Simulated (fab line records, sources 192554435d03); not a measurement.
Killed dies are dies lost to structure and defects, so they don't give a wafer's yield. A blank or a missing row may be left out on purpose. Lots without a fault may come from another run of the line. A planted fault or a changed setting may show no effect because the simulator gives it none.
A struck lot beside a sound one | flow n5_finfet | 19 steps out of a route of 1938
Sound: wafers L300.1, L300.3, L300.5. Struck: wafers L308.3, L308.4, L308.5. The cause comes at the end.
At each step with rows: each side's tool, then ch and its chambers, then its first start. Under that, the readings that differ: sound wafers | struck wafers | difference of the means | sigmas: that difference in standard deviations of wafers without a fault.
alike: readings whose means differ by less than 2 such deviations, and words and numbers that are the same on both sides. not compared: withheld readings, readings that some wafer has no value for, bounds like >300 that may hide the same value, and numbers for which the record gives no deviation and whose values overlap.
The two part at a step that has a row with sigmas, a row that says differs or no value, or rows on one side only. Numbers that don't overlap but have no deviation are shown without sigmas and don't part them. A reading that every wafer of one side lacks parts them only if that side has two wafers or more.

first, 1 step without rows for these wafers: N5_BEOL_M0_SAQP_ETCH_88 (etches underlayer in N2/H2, target depth 6.5 nm, time 5.2 s).
N5_BEOL_M0_SAQP_ETCH_73: etches SiARC in CF4, target depth 19.5 nm, time 32.5 s.
  sound on rie_diel-06 ch 0,1, day 6 08:43; struck on rie_diel-06 ch 1,3, day 8 16:11
  alike: drypump_motor_current_A, etch_rf_on_time_s, oes_product_au, rf_vpp_V, showerhead_plenum_p_Torr, throttle_valve_pct
  not compared: rf_hours_counter_h
N5_BEOL_M0_SAQP_CUT_ETCH_46: etches SOC in N2/H2, target depth 135 nm, overetch 27 nm, time 202.5 s.
  sound on rie_diel-06 ch 0,1, day 6 08:44; struck on rie_diel-06 ch 1,3, day 8 16:13
  alike: drypump_motor_current_A, rf_vpp_V, showerhead_plenum_p_Torr, throttle_valve_pct
  not compared: rf_hours_counter_h
then, 2 steps without rows for these wafers: N5_BEOL_M0_SAQP_STRIP_74 (strips in N2/H2); N5_BEOL_M0_SAQP_STRIP_89 (strips in N2/H2).
N5_BEOL_M0_SAQP_ALD_48: deposits SiO2, target thk 20 nm, pulse time 1 s, co reactant pulse time 1 s.
  sound on ald_sin-02 ch 0,1,2, day 6 08:57; struck on ald_sin-02 ch 0,1,3, day 8 16:25
  alike: chamber_pressure_Torr, heater_power_outer_w, heater_power_w, precursor_pulse_height_rel
N5_BEOL_M0_SAQP_ETCH_49: etches SiO2 in CF4/O2, target depth 37 nm.
  sound on rie_diel-02 ch 0,1,3, day 6 09:32; struck on rie_diel-06 ch 1,3, day 8 16:57
  alike: drypump_motor_current_A, oes_product_au, rf_vpp_V, showerhead_plenum_p_Torr, throttle_valve_pct
  not compared: rf_hours_counter_h
N5_BEOL_M0_SAQP_STRIP_75: strips in CF4.
  sound on rie_diel-02 ch 0,1,3, day 6 09:38; struck on rie_diel-06 ch 1,3, day 8 17:03
  alike: drypump_motor_current_A, oes_product_au, rf_vpp_V, showerhead_plenum_p_Torr, throttle_valve_pct
  not compared: rf_hours_counter_h
then, 4 steps without rows for these wafers: N5_BEOL_M0_CUTY_COAT_50 (time 60 s, resist thk 15 nm); N5_BEOL_M0_CUTY_COAT_51 (resist thk 150 nm); N5_BEOL_M0_CUTY_EBR_52; N5_BEOL_M0_CUTY_SOFTBAKE_53 (time 60 s).
N5_BEOL_M0_CUTY_EXPOSE_54: exposes mask M0 ABLK.
  sound on arfi_scanner-02 ch 0, day 6 09:54; struck on arfi_scanner-01 ch 0, day 8 17:12
  reading                              | sound       | struck      | difference | sigmas
  model.BEOL_M0_CUTY.overlay_x_nm (nm) | 0.2 0.2 0.2 | 6.2 6.2 6.2 | +6.0       |
  alike: mask
then, 2 steps without rows for these wafers: N5_BEOL_M0_CUTY_PEB_55 (peb time 60 s); N5_BEOL_M0_CUTY_DEVELOP_56 (develop time 30 s).
N5_BEOL_M0_CUTY_CD_MEAS_57: target cd 200 nm.
  sound on cd_sem-01 ch 0, day 6 10:01; struck on cd_sem-01 ch 0, day 8 17:19
  alike: cd_nm
N5_BEOL_M0_CUTY_OVL_MEAS_58:
  sound on overlay-01 ch 0, day 6 10:03; struck on overlay-02 ch 0, day 8 17:21
  reading          | sound        | struck      | difference | sigmas
  M0_ABLK_OVL (nm) | 0.4 0.7 -0.4 | 5.4 5.5 6.1 | +5.4       | +8
N5_BEOL_M0_CUTY_INSPECT_59: inspects for defects (macro).
  sound on defect_inspect-02, day 6 10:04; struck on defect_inspect-02, day 8 17:22
  alike: raw_defect_count
N5_PASSIVATION_PROBE_49:
  the record has rows for the sound wafers here (prober-02, day 13 14:43) and none for the struck ones

WHERE THEY PART
First at N5_BEOL_M0_CUTY_OVL_MEAS_58; last, within this record, at N5_PASSIVATION_PROBE_49.

WHY: what the simulator had put in
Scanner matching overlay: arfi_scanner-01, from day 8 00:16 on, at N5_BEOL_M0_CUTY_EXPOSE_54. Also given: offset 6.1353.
